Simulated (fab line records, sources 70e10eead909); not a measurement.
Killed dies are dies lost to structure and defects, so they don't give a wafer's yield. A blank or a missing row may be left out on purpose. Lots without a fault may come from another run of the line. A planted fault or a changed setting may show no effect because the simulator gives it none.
Chamber matching | flow nand_harc | NHARC_A_ONON_D1_DEP_33 on pecvd-03: 3 sister chambers
The step deposits SiO2, target thk 200 nm. 3 wafers are shown with their chamber, then 7 later ones without.

WAFERS WITH THEIR CHAMBER
wafer  | chamber | heater_power_w (W)
L319.4 | 1       | 449
L324.3 | 0       | 613
L324.5 | 2       | 404

WAFERS WITHOUT THEIR CHAMBER
wafer  | heater_power_w (W)
L324.6 | 396
L330.1 | 422
L330.3 | 491
L330.5 | 535
L334.2 | 537
L334.4 | 455
L334.6 | 554

WHICH CHAMBER EACH WENT THROUGH
wafer  | from the rows above          | in truth
L324.6 | can't be placed: 2 or 1      | 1
L330.1 | can't be placed: 2 or 1      | 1
L330.3 | can't be placed: 1 or 2 or 0 | 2
L330.5 | can't be placed: 0 or 1 or 2 | 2
L334.2 | can't be placed: 0 or 1 or 2 | 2
L334.4 | can't be placed: 1 or 2      | 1
L334.6 | can't be placed: 0 or 1 or 2 | 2
Placed correctly: 0 of 7. Can't be placed from these rows: 7 (the true chamber is among the candidates in 7). Placed wrongly: 0.
How it was worked out, from the rows above alone: a wafer's distance from a chamber is the root of the sum, over the readings, of the square of ((its reading less the chamber's mean) divided by the reading's scatter). The wafer belongs to the nearest chamber; if the next one is less than 2 further off, it can't be placed. A chamber's mean is the mean of its shown wafers. The scatter: with one shown wafer a chamber, the root of the mean of the squares of how far each hidden wafer lies from its nearest shown one.
